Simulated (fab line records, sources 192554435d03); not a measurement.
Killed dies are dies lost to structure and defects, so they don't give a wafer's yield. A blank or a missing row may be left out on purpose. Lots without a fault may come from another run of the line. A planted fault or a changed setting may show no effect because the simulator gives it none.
A struck lot beside a sound one | flow n5_finfet | 14 steps out of a route of 1938
Sound: wafers L385.1, L385.4, L385.6. Struck: wafer L389.1. (L389.3 of the same lot was not struck and is left out.) The cause comes at the end.
At each step with rows: each side's tool, then ch and its chambers, then its first start. Under that, the readings that differ: sound wafers | struck wafers | difference of the means | sigmas: that difference in standard deviations of wafers without a fault.
alike: readings whose means differ by less than 2 such deviations, and words and numbers that are the same on both sides. not compared: withheld readings, readings that some wafer has no value for, bounds like >300 that may hide the same value, and numbers for which the record gives no deviation and whose values overlap.
The two part at a step that has a row with sigmas, a row that says differs or no value, or rows on one side only. Numbers that don't overlap but have no deviation are shown without sigmas and don't part them. A reading that every wafer of one side lacks parts them only if that side has two wafers or more.

first, 8 steps without rows for these wafers: N5_BEOL_M5_COAT_60 (time 60 s, resist thk 12 nm); N5_BEOL_M5_COAT_71 (time 60 s, resist thk 5 nm); N5_BEOL_M5_COAT_05 (resist thk 30 nm); N5_BEOL_M5_EBR_07; N5_BEOL_M5_SOFTBAKE_06 (time 60 s); N5_BEOL_M5_EXPOSE_08 (exposes mask M5, target cd 28 nm); N5_BEOL_M5_PEB_09 (peb time 60 s); N5_BEOL_M5_DEVELOP_10 (develop time 30 s).
N5_BEOL_M5_CD_MEAS_11: target cd 27.74 nm.
  sound on cd_sem-01 ch 0, day 9 20:25; struck on cd_sem-03 ch 0, day 11 02:17
  alike: cd_nm
N5_BEOL_M5_OVL_MEAS_12:
  sound on overlay-01 ch 0, day 9 20:28; struck on overlay-02 ch 0, day 11 02:19
  alike: M5_OVL
N5_BEOL_M5_INSPECT_13: inspects for defects (brightfield).
  sound on defect_inspect-02, day 9 20:31; struck on defect_inspect-01, day 11 02:23
  alike: raw_defect_count
N5_BEOL_M5_DESCUM_16: chemistry O2, time 7 s.
  sound on rie_diel-02 ch 0,1,2, day 9 20:33; struck on rie_diel-06 ch 1, day 11 02:25
  reading                | sound             | struck | difference | sigmas
  oes_product_au (a.u.)  | 0.76 0.70 0.77    | 0.99   | +0.25      | +3
  throttle_valve_pct (%) | 20.70 20.77 20.32 | 20.13  | -0.47      | -2
  alike: drypump_motor_current_A, rf_vpp_V, showerhead_plenum_p_Torr, temp_c
  not compared: rf_hours_counter_h
N5_BEOL_M5_ETCH_72: etches underlayer in N2/H2, target depth 6.5 nm, time 5.2 s.
  sound on rie_diel-02 ch 0,1,2, day 9 20:35; struck on rie_diel-06 ch 1, day 11 02:27
  reading                | sound             | struck | difference | sigmas
  etch_rf_on_time_s (s)  | 5.28 5.15 5.18    | 3.39   | -1.81      | -20
  oes_product_au (a.u.)  | 0.64 0.60 0.66    | 1.07   | +0.44      | +6
  throttle_valve_pct (%) | 18.10 18.15 17.76 | 17.49  | -0.51      | -2
  alike: drypump_motor_current_A, rf_vpp_V, showerhead_plenum_p_Torr
  not compared: rf_hours_counter_h
N5_BEOL_M5_ETCH_61: etches SiARC in CF4, target depth 15.6 nm, time 26 s.
  sound on rie_diel-02 ch 0,1,2, day 9 20:36; struck on rie_diel-06 ch 1, day 11 02:28
  reading                | sound             | struck | difference | sigmas
  oes_product_au (a.u.)  | 0.64 0.60 0.66    | 0.84   | +0.21      | +3
  throttle_valve_pct (%) | 15.86 15.98 15.47 | 15.24  | -0.53      | -2
  alike: drypump_motor_current_A, etch_rf_on_time_s, rf_vpp_V, showerhead_plenum_p_Torr
  not compared: rf_hours_counter_h

WHERE THEY PART
First at N5_BEOL_M5_DESCUM_16; last, within this record, at N5_BEOL_M5_ETCH_61.

WHY: what the simulator had put in
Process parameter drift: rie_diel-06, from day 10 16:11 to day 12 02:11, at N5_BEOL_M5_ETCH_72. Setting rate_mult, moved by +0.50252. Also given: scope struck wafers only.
